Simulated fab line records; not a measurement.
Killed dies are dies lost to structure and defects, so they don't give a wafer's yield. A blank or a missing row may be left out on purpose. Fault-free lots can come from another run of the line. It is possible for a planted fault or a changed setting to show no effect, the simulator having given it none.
fab line records ; flow n5-finfet
[record] lots = 12; wafers = 33; last-day = 19
route steps=1938 shown BEOL_M5@1154 PASSIVATION@1936
lots with no fault: from the same line, run without faults
start-h: hours from the record's first day to the start of the lot's first wafer shown ; wait-h: hours elapsed since this lot's preceding step ; " identical to the entry in the row above ; L1.1+2: several wafers, shown together as one row ; - no value present, or no start provided ; * or withheld: withheld ; < > ~ a bound
route shown NAME@n: a module of which the file shows steps, and the number in the route of the first ; usual: average and standard deviation across the fault-free wafers ; same: alike in all rows ; chamber/n: place in a boat ; sites: each site's reading ; _std_site: the values' standard deviation ; _edge_site: mean of outer sites minus mean of inner sites ; radius-mm: for every site, how far away it sits from the centre of the wafer ; mask NAME#n: copy n ; behind: tool/chamber where the wafer was last shaped ; hold: why the lot went on hold/how many hours it stayed there/how the hold came to an end ; device: names the non-switching transistor (n, p or np) ; end of line: the route-end tests of the same wafers ; a step given without rows: its recipe and nothing more ; killed: not the wafer's yield, but the dies lost to structure and defects at the first sort ; map: the dies of a wafer, with x for killed, . for not killed, _ for no die there
set.NAME: the run value of the setting; set.NAME@STEP: its run value at that earlier step ; model.NAME: the simulator's own value behind a step, which no gauge read
a sample of lots followed through the steps of the route, with each step as a table and each wafer as a row
services: from which hour (start-h, from the record's first day; less than 0 if before it) a tool's chamber was out of use, for how many hours, and why
[[steps]]
[step N5_BEOL_M5_ETCH_68]
[recipe] chemistry = N2/H2; target = SOC; target-depth-a = 800; overetch-a = 160; mask-material = SiARC; temp-c = 40; time-s = 120; ion-energy-ev = 200; pressure-mtorr = 30; source-w = 840; bias-w = 150; n2-flow-sccm = 200; h2-flow-sccm = 200
[usual] drypump-motor-current-A = 5.4/0.39; h2-flow-sccm = 200.0/0.6; oes-product-au = 0.60/0.058; rf-vpp-V = 523.8/1.8; showerhead-plenum-p-Torr = 2.54/0.058; throttle-valve-pct = 17.82/0.24
lot.wafer;tool;chamber;start-h;wait-h;drypump-motor-current-A;h2-flow-sccm;oes-product-au;rf-hours-counter-h;rf-vpp-V;showerhead-plenum-p-Torr;throttle-valve-pct
L115.2;rie-diel-06;2;164.96;0.0;5.8;200.1;0.61;98;524.6;2.57;17.85
L115.3;rie-diel-06;0;164.96;0.0;5.4;199.7;0.56;197;523.6;2.52;18.04
L115.4;rie-diel-06;3;164.96;0.0;5.2;201.4;0.54;-;522.7;2.49;18.06
L117.2;rie-diel-06;2;170.79;0.0;5.9;200.5;0.60;101;524.2;2.57;17.86
L117.3;rie-diel-06;3;170.79;0.0;5.1;198.8;0.53;247;522.3;2.49;18.06
L117.5;rie-diel-06;3;170.79;0.0;5.2;199.7;0.53;-;522.8;2.49;18.07
L121.2;rie-diel-06;1;221.01;0.0;5.8;200.4;0.71;13;528.6;2.70;17.62
L121.3;rie-diel-06;3;221.01;0.0;5.1;200.3;0.73;7;523.7;2.49;17.64
L121.6;rie-diel-06;3;221.01;0.0;5.2;200.4;0.72;-;522.5;2.49;17.63
L124.2;rie-diel-05;0;229.69;0.0;4.9;200.7;0.52;234;523.4;2.51;18.10
L124.3;rie-diel-05;2;229.69;0.0;5.8;200.3;0.62;114;525.7;2.56;18.13
L124.6;rie-diel-05;3;229.69;0.0;5.4;199.3;0.58;-;524.4;2.54;17.56
L125.2;rie-diel-03;0;250.10;0.0;6.2;199.4;0.67;27;522.2;2.49;17.49
L125.3;rie-diel-03;2;250.10;0.0;5.8;199.8;0.53;204;525.4;2.61;17.57
L125.4;rie-diel-03;1;250.10;0.0;5.1;200.7;0.62;102;525.8;2.56;17.64
L126.2;rie-diel-05;1;260.89;0.0;4.9;198.9;0.64;80;521.7;2.47;17.54
L126.3;rie-diel-05;3;260.89;0.0;5.4;199.0;0.58;147;524.6;2.54;17.56
L128.2;rie-diel-05;3;275.95;0.0;5.4;199.7;0.58;151;524.4;2.54;17.56
L128.5;rie-diel-05;0;275.95;0.0;4.9;199.8;0.52;-;522.0;2.50;18.10
L129.2;rie-diel-05;2;280.06;0.0;5.8;200.4;0.59;128;523.8;2.55;18.13
L129.5;rie-diel-05;1;280.06;0.0;4.9;200.3;0.64;-;520.4;2.47;17.55
L133.2;rie-diel-03;0;288.13;0.0;6.2;200.5;0.66;37;521.5;2.49;17.52
L133.5;rie-diel-03;0;288.13;0.0;6.2;200.4;0.66;-;522.6;2.49;17.51
L133.6;rie-diel-03;3;288.13;0.0;5.4;200.3;0.56;-;524.2;2.54;18.14
L135.1;rie-diel-03;2;309.69;0.0;5.8;201.1;0.53;220;526.9;2.60;17.60
L135.2;rie-diel-03;1;309.69;0.0;5.1;200.0;0.60;118;525.7;2.55;17.67
L135.3;rie-diel-03;3;309.69;0.0;5.4;200.3;0.55;181;524.4;2.53;18.16
L136.2;rie-diel-05;2;313.29;0.0;5.9;199.5;0.60;138;524.5;2.55;18.16
L136.3;rie-diel-05;0;313.29;0.0;4.9;200.5;0.52;249;522.8;2.50;18.14
L136.6;rie-diel-05;3;313.29;0.0;5.4;200.4;0.56;-;523.6;2.53;17.59
L137.4;rie-diel-06;1;335.71;0.0;5.7;200.5;0.66;48;528.5;2.69;17.68
L137.5;rie-diel-06;3;335.71;0.0;5.1;199.7;0.68;-;522.1;2.47;17.71
L137.6;rie-diel-06;2;335.71;0.0;5.8;199.3;0.57;-;522.8;2.55;17.94
[step N5_BEOL_M5_ALD_86]
[recipe] material = TaN; target-thk-a = *; temp-c = 275; ald-precursor-family = PDMAT; ald-co-reactant = NH3; pressure-torr = 3; carrier-flow-sccm = 1500; pulse-time-s = 2; purge-time-s = 3; co-reactant-purge-time-s = 2; co-reactant-pulse-time-s = 3; ald-cycles = 30; precursor-vessel-temp-c = 75; precursor-vessel-pressure-torr = 26.25; precursor-vessel-carrier-sccm = 1000
[usual] chamber-pressure-Torr = 3.000/0.0066; co-reactant-pulse-time-s = 3/0; heater-power-w = 434/44
lot.wafer;tool;chamber;start-h;wait-h;chamber-pressure-Torr;co-reactant-pulse-time-s;heater-power-w
L115.2;ald-metal-01;2;167.03;0.0;2.994;3;412
L115.3;ald-metal-01;1;167.03;0.0;2.995;3;518
L115.4;ald-metal-01;3;167.03;0.0;2.995;3;380
L117.2;ald-metal-04;0;172.60;0.2;2.998;3;448
L117.3;ald-metal-04;2;172.60;0.2;2.994;3;495
L117.5;ald-metal-04;1;172.60;0.2;3.004;3;431
L121.2;ald-metal-04;2;222.37;0.0;2.992;3;506
L121.3;ald-metal-04;1;222.37;0.0;3.008;3;434
L121.6;ald-metal-04;3;222.37;0.0;3.009;3;365
L124.2;ald-metal-02;0;232.21;0.1;3.002;3;408
L124.3;ald-metal-02;2;232.21;0.1;2.998;3;434
L124.6;ald-metal-02;2;232.21;0.1;3.003;3;425
L125.2;ald-metal-04;2;252.78;0.1;2.989;3;483
L125.3;ald-metal-04;1;252.78;0.1;2.993;3;432
L125.4;ald-metal-04;3;252.78;0.1;3.002;3;384
L126.2;ald-metal-04;0;262.21;0.1;3.000;3.2929;424
L126.3;ald-metal-04;3;262.21;0.1;3.012;3;368
L128.2;ald-metal-04;3;277.20;0.2;2.998;3.2929;370
L128.5;ald-metal-04;1;277.20;0.2;3.004;3.2929;427
L129.2;ald-metal-04;2;281.41;0.0;2.993;3.2929;516
L129.5;ald-metal-04;2;281.41;0.0;2.985;3.2929;485
L133.2;ald-metal-01;3;289.19;0.1;3.010;3;358
L133.5;ald-metal-01;1;289.19;0.1;3.004;3;511
L133.6;ald-metal-01;0;289.19;0.1;3.005;3;447
L135.1;ald-metal-02;3;310.85;0.1;3.005;3;477
L135.2;ald-metal-02;1;310.85;0.1;3.001;3;388
L135.3;ald-metal-02;0;310.85;0.1;2.995;3;393
L136.2;ald-metal-02;2;314.41;0.1;3.013;3;441
L136.3;ald-metal-02;0;314.41;0.1;3.004;3;402
L136.6;ald-metal-02;2;314.41;0.1;3.008;3;431
L137.4;ald-metal-02;1;336.98;0.1;2.989;3;387
L137.5;ald-metal-02;3;336.98;0.1;2.991;3;463
L137.6;ald-metal-02;0;336.98;0.1;3.007;3;402
[step N5_BEOL_M5_ANNEAL_49]
[recipe] temp-c = 400; time-s = 1800; ambient = vacuum
[usual] heater-power-w = 820/80
lot.wafer;tool;chamber;start-h;wait-h;heater-power-w
L115.2;pvd-sputter-02;-;167.63;0.0;866
L115.3;pvd-sputter-02;-;167.63;0.0;854
L115.4;pvd-sputter-02;-;167.63;0.0;835
L117.2;pvd-sputter-03;-;173.26;0.0;883
L117.3;pvd-sputter-03;-;173.26;0.0;763
L117.5;pvd-sputter-03;-;173.26;0.0;795
L121.2;pvd-sputter-03;-;222.94;0.0;870
L121.3;pvd-sputter-03;-;222.94;0.0;835
L121.6;pvd-sputter-03;-;222.94;0.0;838
L124.2;pvd-sputter-02;-;233.40;0.0;608
L124.3;pvd-sputter-02;-;233.40;0.0;853
L124.6;pvd-sputter-02;-;233.40;0.0;866
L125.2;pvd-sputter-01;-;253.47;0.0;639
L125.3;pvd-sputter-01;-;253.47;0.0;847
L125.4;pvd-sputter-01;-;253.47;0.0;858
L126.2;pvd-sputter-01;-;264.38;0.0;633
L126.3;pvd-sputter-01;-;264.38;0.0;842
L128.2;pvd-sputter-03;-;277.76;0.0;793
L128.5;pvd-sputter-03;-;277.76;0.0;912
L129.2;pvd-sputter-02;-;282.22;0.0;866
L129.5;pvd-sputter-02;-;282.22;0.0;853
L133.2;pvd-sputter-03;-;290.09;0.0;837
L133.5;pvd-sputter-03;-;290.09;0.0;839
L133.6;pvd-sputter-03;-;290.09;0.0;838
L135.1;pvd-sputter-03;-;311.63;0.0;851
L135.2;pvd-sputter-03;-;311.63;0.0;886
L135.3;pvd-sputter-03;-;311.63;0.0;827
L136.2;pvd-sputter-01;-;314.95;0.0;843
L136.3;pvd-sputter-01;-;314.95;0.0;625
L136.6;pvd-sputter-01;-;314.95;0.0;841
L137.4;pvd-sputter-02;-;337.81;0.0;874
L137.5;pvd-sputter-02;-;337.81;0.0;839
L137.6;pvd-sputter-02;-;337.81;0.0;870
[step N5_BEOL_M5_ANNEAL_82]
[recipe] temp-c = 400; time-s = 1800; ambient = vacuum
[usual] heater-power-w = 817/79
lot.wafer;tool;chamber;start-h;wait-h;heater-power-w
L115.2;pvd-sputter-02;-;168.72;0.0;858
L115.3;pvd-sputter-02;-;168.72;0.0;836
L115.4;pvd-sputter-02;-;168.72;0.0;855
L117.2;pvd-sputter-03;-;174.35;0.0;843
L117.3;pvd-sputter-03;-;174.35;0.0;774
L117.5;pvd-sputter-03;-;174.35;0.0;768
L121.2;pvd-sputter-03;-;224.03;0.0;868
L121.3;pvd-sputter-03;-;224.03;0.0;823
L121.6;pvd-sputter-03;-;224.03;0.0;833
L124.2;pvd-sputter-02;-;234.49;0.0;606
L124.3;pvd-sputter-02;-;234.49;0.0;865
L124.6;pvd-sputter-02;-;234.49;0.0;867
L125.2;pvd-sputter-01;-;254.55;0.0;626
L125.3;pvd-sputter-01;-;254.55;0.0;847
L125.4;pvd-sputter-01;-;254.55;0.0;848
L126.2;pvd-sputter-01;-;265.46;0.0;622
L126.3;pvd-sputter-01;-;265.46;0.0;854
L128.2;pvd-sputter-03;-;278.85;0.0;781
L128.5;pvd-sputter-03;-;278.85;0.0;860
L129.2;pvd-sputter-02;-;283.31;0.0;874
L129.5;pvd-sputter-02;-;283.31;0.0;838
L133.2;pvd-sputter-03;-;291.17;0.0;826
L133.5;pvd-sputter-03;-;291.17;0.0;793
L133.6;pvd-sputter-03;-;291.17;0.0;850
L135.1;pvd-sputter-03;-;312.72;0.0;835
L135.2;pvd-sputter-03;-;312.72;0.0;889
L135.3;pvd-sputter-03;-;312.72;0.0;821
L136.2;pvd-sputter-01;-;316.04;0.0;822
L136.3;pvd-sputter-01;-;316.04;0.0;617
L136.6;pvd-sputter-01;-;316.04;0.0;825
L137.4;pvd-sputter-02;-;338.90;0.0;869
L137.5;pvd-sputter-02;-;338.90;0.0;883
L137.6;pvd-sputter-02;-;338.90;0.0;871
[step N5_PASSIVATION_PROBE_49]
[usual] defect-limited-yield = 91.2/1.4; killed_at_M0_to_M3 = 34/10; killed_at_M4_up = 13/5.1; killed-at-contacts = 12/6.5; killed-at-front-end = 41/11; killed-at-other = 4/3.3; killed-dies = 104/16; killed-on-rim = 14/3.9; killed-open = 69/13; killed-short = 33/7; sort_bin_5_function = 5.1/0.91; sort_bin_6_memory = 3.3/0.69; sort-n-pass = 1076/16; sort-yield-pct = 91.2/1.4
[same] gross-dies = 1180; killed-at-back-side = 0; sort_bin_4_leakage[%] = 0; sort_bin_8_speed[%] = 0
lot.wafer;tool;chamber;start-h;wait-h;defect-limited-yield[%];killed_at_M0_to_M3;killed_at_M4_up;killed-at-contacts;killed-at-front-end;killed-at-other;killed-dies;killed-on-rim;killed-open;killed-short;sort_bin_5_function[%];sort_bin_6_memory[%];sort-n-pass;sort-yield-pct[%]
L115.2;prober-02;-;266.36;0.1;91.5;32;15;19;30;4;100;17;69;30;4.9;3.1;1080;91.5
L115.3;prober-02;-;266.41;0.1;91.6;27;16;18;35;3;99;10;69;30;5.4;2.9;1081;91.6
L115.4;prober-02;-;266.46;0.2;92.4;19;16;15;40;0;90;10;55;33;4.0;3.3;1090;92.4
L117.2;prober-01;-;274.35;0.1;91.2;45;6;17;35;1;104;11;73;31;5.2;3.6;1076;91.2
L117.3;prober-01;-;274.40;0.1;91.8;28;8;17;41;3;97;9;66;31;4.8;3.0;1083;91.8
L117.5;prober-01;-;274.50;0.2;91.4;37;7;15;40;3;102;12;68;34;4.9;3.4;1078;91.4
L124.2;prober-01;-;328.32;0.1;91.9;27;9;21;36;3;96;19;70;25;4.7;3.1;1084;91.9
L124.3;prober-01;-;328.37;0.1;91.7;47;8;10;32;1;98;10;69;29;5.0;2.7;1082;91.7
L124.6;prober-01;-;328.52;0.3;94.1;34;6;9;16;5;70;12;42;25;3.3;2.1;1110;94.1
L125.2;prober-02;-;344.05;0.1;92.1;36;12;13;31;1;93;14;67;25;5.4;2.4;1087;92.1
L125.3;prober-02;-;344.10;0.1;91.9;38;18;8;30;2;96;18;65;31;5.0;2.9;1084;91.9
L125.4;prober-02;-;344.15;0.2;92.0;26;13;14;36;5;94;13;64;30;4.3;3.6;1086;92.0
L126.2;prober-02;-;356.64;0.1;90.8;50;18;8;29;3;108;17;65;42;5.6;3.3;1072;90.8
L126.3;prober-02;-;356.69;0.1;92.6;30;17;6;32;2;87;14;57;27;4.1;3.0;1093;92.6
L129.2;prober-02;-;370.94;0.1;92.9;27;7;14;33;3;84;16;46;35;4.7;2.1;1096;92.9
L129.5;prober-02;-;371.09;0.2;90.7;32;12;14;48;4;110;15;61;49;5.4;3.6;1070;90.7
L128.2;prober-01;-;372.05;0.1;90.3;33;11;22;40;8;114;14;69;45;5.8;3.6;1066;90.3
L128.5;prober-01;-;372.20;0.2;91.6;40;7;12;35;5;99;9;48;51;4.2;3.8;1081;91.6
L137.4;prober-01;-;446.91;0.2;89.1;31;10;21;62;5;129;18;87;42;7.1;3.6;1051;89.1
L137.5;prober-01;-;446.96;0.2;90.8;23;17;25;36;7;108;12;71;37;6.3;2.7;1072;90.8
L137.6;prober-01;-;447.01;0.3;88.6;45;16;9;39;26;135;15;84;51;5.6;5.3;1045;88.6
// killed by level:class
L115.2 MOL_CONTACT_COAG:geometric-particle:open=14 BEOL_M3:geometric-particle:open=11 FIN_SAQP:geometric-particle:open=9 BEOL_M2:geometric-particle:open=7 BEOL_M4:geometric-particle:open=7 STI_FIN_REVEAL:geometric-particle:open=5 MOL_CONTACT_COAG:geometric-particle:short=5 BEOL_M4:geometric-particle:short=5
L115.3 MOL_CONTACT_COAG:geometric-particle:open=17 FIN_SAQP:geometric-particle:open=13 BEOL_M2:geometric-particle:open=8 BEOL_M3:geometric-particle:open=6 BEOL_M4:geometric-particle:open=6 GATE_CUT:geometric-particle:short=5 STARTING-WAFER:geometric-particle:open=5 BEOL_M2:geometric-particle:short=4
L115.4 MOL_CONTACT_COAG:geometric-particle:open=13 ILD0:geometric-particle:short=6 STI_FIN_REVEAL:geometric-particle:open=6 GATE_CUT:geometric-particle:open=6 FIN_SAQP:geometric-particle:short=5 BEOL_M1:geometric-particle:open=5 BEOL_M0_SAQP:geometric-particle:open=4 GATE_CUT:geometric-particle:short=4
L117.2 MOL_CONTACT_COAG:geometric-particle:open=13 STI_FIN_REVEAL:geometric-particle:open=10 FIN_SAQP:geometric-particle:open=8 BEOL_M0_SAQP:geometric-particle:short=8 BEOL_M3:geometric-particle:open=8 BEOL_M2:geometric-particle:open=7 BEOL_M0:geometric-particle:open=6 BEOL_M0_SAQP:geometric-particle:open=5
L117.3 STI_FIN_REVEAL:geometric-particle:open=14 MOL_CONTACT_COAG:geometric-particle:open=12 BEOL_M0_SAQP:geometric-particle:open=8 BEOL_M0_SAQP:geometric-particle:short=6 BEOL_M2:geometric-particle:open=6 FIN_SAQP:geometric-particle:short=5 MOL_CONTACT_COAG:geometric-particle:short=5 FIN_SAQP:geometric-particle:open=4
L117.5 BEOL_M0_SAQP:geometric-particle:open=14 MOL_CONTACT_COAG:geometric-particle:open=11 FIN_SAQP:geometric-particle:short=10 STI_FIN_REVEAL:geometric-particle:open=7 DUMMY_GATE:geometric-particle:open=6 BEOL_M1:geometric-particle:open=6 FIN_SAQP:geometric-particle:open=5 BEOL_M0_SAQP:geometric-particle:short=5
L124.2 MOL_CONTACT_COAG:geometric-particle:open=17 BEOL_M2:geometric-particle:open=9 GATE_CUT:geometric-particle:open=6 ILD0:geometric-particle:open=5 BEOL_M0_SAQP:geometric-particle:open=5 BEOL_M0_SAQP:geometric-particle:short=5 BEOL_M4:geometric-particle:open=5 FIN_SAQP:geometric-particle:open=4
L124.3 BEOL_M2:geometric-particle:open=18 MOL_CONTACT_COAG:geometric-particle:open=9 BEOL_M0_SAQP:geometric-particle:open=8 FIN_SAQP:geometric-particle:short=7 BEOL_M0_SAQP:geometric-particle:short=7 STI_FIN_REVEAL:geometric-particle:open=5 BEOL_M3:geometric-particle:open=5 GATE_CUT:geometric-particle:short=4
L124.6 BEOL_M0_SAQP:geometric-particle:open=7 BEOL_M0_SAQP:geometric-particle:short=7 MOL_CONTACT_COAG:geometric-particle:open=6 BEOL_M2:geometric-particle:open=6 STI_FIN_REVEAL:geometric-particle:open=4 MOL_CONTACT_COAG:geometric-particle:short=3 BEOL_M0:geometric-particle:open=3 BEOL_M0:geometric-particle:short=3
L125.2 BEOL_M3:geometric-particle:open=12 MOL_CONTACT_COAG:geometric-particle:open=11 STI_FIN_REVEAL:geometric-particle:open=7 STI_FIN_REVEAL:geometric-particle:short=6 BEOL_M2:geometric-particle:open=6 BEOL_M4:geometric-particle:open=5 FIN_SAQP:geometric-particle:open=4 BEOL_M0_SAQP:geometric-particle:short=4
L125.3 BEOL_M3:geometric-particle:open=13 MOL_CONTACT_COAG:geometric-particle:open=7 BEOL_M4:geometric-particle:open=7 FIN_SAQP:geometric-particle:open=6 BEOL_M0:geometric-particle:open=6 BEOL_M1:geometric-particle:open=5 STARTING-WAFER:geometric-particle:short=5 STI_FIN_REVEAL:geometric-particle:short=4
L125.4 STI_FIN_REVEAL:geometric-particle:open=14 MOL_CONTACT_COAG:geometric-particle:open=10 BEOL_M0_SAQP:geometric-particle:short=8 DUMMY_GATE:geometric-particle:open=6 BEOL_M2:geometric-particle:open=6 MOL_CONTACT_COAG:geometric-particle:short=4 BEOL_M0_SAQP:geometric-particle:open=4 MIM_TOP:geometric-particle:open=4
L126.2 BEOL_M4:geometric-particle:open=11 BEOL_M0_SAQP:geometric-particle:short=9 BEOL_M1:geometric-particle:short=9 BEOL_M2:geometric-particle:open=8 BEOL_M1:geometric-particle:open=7 BEOL_M3:geometric-particle:open=7 BEOL_M0_SAQP:geometric-particle:open=6 MOL_CONTACT_COAG:geometric-particle:open=5
L126.3 BEOL_M4:geometric-particle:open=10 BEOL_M2:geometric-particle:open=6 BEOL_M0_SAQP:geometric-particle:short=6 STI_FIN_REVEAL:geometric-particle:open=5 MOL_CONTACT_COAG:geometric-particle:open=5 BEOL_M3:geometric-particle:open=5 BEOL_M0_SAQP:geometric-particle:open=4 STARTING-WAFER:geometric-particle:short=4
L129.2 FIN_SAQP:geometric-particle:short=11 MOL_CONTACT_COAG:geometric-particle:open=10 BEOL_M0_SAQP:geometric-particle:short=8 BEOL_M0_SAQP:geometric-particle:open=6 BEOL_M3:geometric-particle:open=6 STI_FIN_REVEAL:geometric-particle:open=5 MOL_CONTACT_COAG:geometric-particle:short=4 BEOL_M4:geometric-particle:open=4
L129.5 FIN_SAQP:geometric-particle:short=17 MOL_CONTACT_COAG:geometric-particle:open=11 BEOL_M0_SAQP:geometric-particle:open=11 STI_FIN_REVEAL:geometric-particle:open=10 BEOL_M0_SAQP:geometric-particle:short=10 FIN_SAQP:geometric-particle:open=8 BEOL_M3:geometric-particle:open=7 GATE_CUT:geometric-particle:short=4
L128.2 STI_FIN_REVEAL:geometric-particle:open=16 MOL_CONTACT_COAG:geometric-particle:open=15 BEOL_M0_SAQP:geometric-particle:open=10 BEOL_M0_SAQP:geometric-particle:short=8 FIN_SAQP:geometric-particle:open=7 MOL_CONTACT_COAG:geometric-particle:short=7 STI_FIN_REVEAL:geometric-particle:short=5 FIN_SAQP:geometric-particle:short=4
L128.5 BEOL_M0_SAQP:geometric-particle:short=14 MOL_CONTACT_COAG:geometric-particle:open=11 FIN_SAQP:geometric-particle:short=9 STI_FIN_REVEAL:geometric-particle:open=8 BEOL_M0_SAQP:geometric-particle:open=8 STI_FIN_REVEAL:geometric-particle:short=7 STARTING-WAFER:geometric-particle:short=5 BEOL_M2:geometric-particle:open=5
L137.4 STI_FIN_REVEAL:geometric-particle:open=20 FIN_SAQP:geometric-particle:open=16 MOL_CONTACT_COAG:geometric-particle:open=16 BEOL_M3:geometric-particle:open=7 BEOL_M2:geometric-particle:short=6 FIN_SAQP:geometric-particle:short=5 MOL_CONTACT_COAG:geometric-particle:short=5 BEOL_M0:geometric-particle:open=5
L137.5 MOL_CONTACT_COAG:geometric-particle:open=16 FIN_SAQP:geometric-particle:open=10 MOL_CONTACT_COAG:geometric-particle:short=9 FIN_SAQP:geometric-particle:short=8 BEOL_M5:geometric-particle:open=6 BEOL_M4:geometric-particle:open=5 STI_FIN_REVEAL:geometric-particle:open=4 BEOL_M1:geometric-particle:open=4
L137.6 FIN_SAQP:geometric-particle:open=12 BEOL_M3:geometric-particle:open=11 BEOL_M1:geometric-particle:open=8 FIN_SAQP:geometric-particle:short=7 BEOL_M0_SAQP:geometric-particle:open=7 MOL_CONTACT_COAG:geometric-particle:open=7 MIM_TOP:geometric-particle:open=7 MIM_TOP:geometric-particle:short=6
[[services]]
tool;chamber;start-h;hours;kind
rie-diel-06;1;144.27;14.9;repair
pvd-sputter-01;-;146.86;5.2;repair
rie-diel-03;3;152.15;13.5;repair
rie-diel-03;-;157.17;10.0;pm
ald-metal-04;-;162.53;1.4;repair
rie-diel-05;3;175.74;3.6;repair
rie-diel-03;0;209.33;4.7;repair
ald-metal-01;3;213.32;10.2;repair
rie-diel-06;0;235.18;4.9;repair
ald-metal-04;0;236.31;25.0;repair
rie-diel-03;0;268.47;1.5;repair
ald-metal-01;-;276.29;2.8;pm
ald-metal-01;-;280.01;1.3;repair
rie-diel-05;0;280.12;21.8;repair
ald-metal-04;3;298.84;10.0;repair
ald-metal-04;-;316.94;2.8;pm
ald-metal-02;0;317.79;5.4;repair
ald-metal-01;3;328.20;3.6;repair
rie-diel-06;2;329.05;5.4;repair
ald-metal-02;2;336.86;29.4;repair
ald-metal-04;-;337.25;14.0;pm
ald-metal-04;0;337.25;14.0;vent-cycle
ald-metal-04;1;337.25;14.0;vent-cycle
ald-metal-04;2;337.25;14.0;vent-cycle
[[key]]
[first-sign] step = N5_BEOL_M5_ALD_86; reading = co-reactant-pulse-time-s; direction = up; sigmas = 99+; usual = *; struck = *
effect none on later readings
met-at N5_BEOL_M5_ALD_86
struck-lots L126,L128,L129
struck-wafers L126.2,L128.2,L128.5,L129.2,L129.5
not-acting-at N5_BEOL_M5_ETCH_68,N5_BEOL_M5_ANNEAL_49,N5_BEOL_M5_ANNEAL_82
onset-between 252.78 262.21
[fault] kind = process-parameter-drift; tool = ald-metal-04; chamber = -; onset-h = 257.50; steps = N5_BEOL_M5_ALD_86; channel = co-reactant-pulse-time-s; offset = *; shape = step; end-h = 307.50; scope = struck-wafers-only; acts-in = *; stated = *
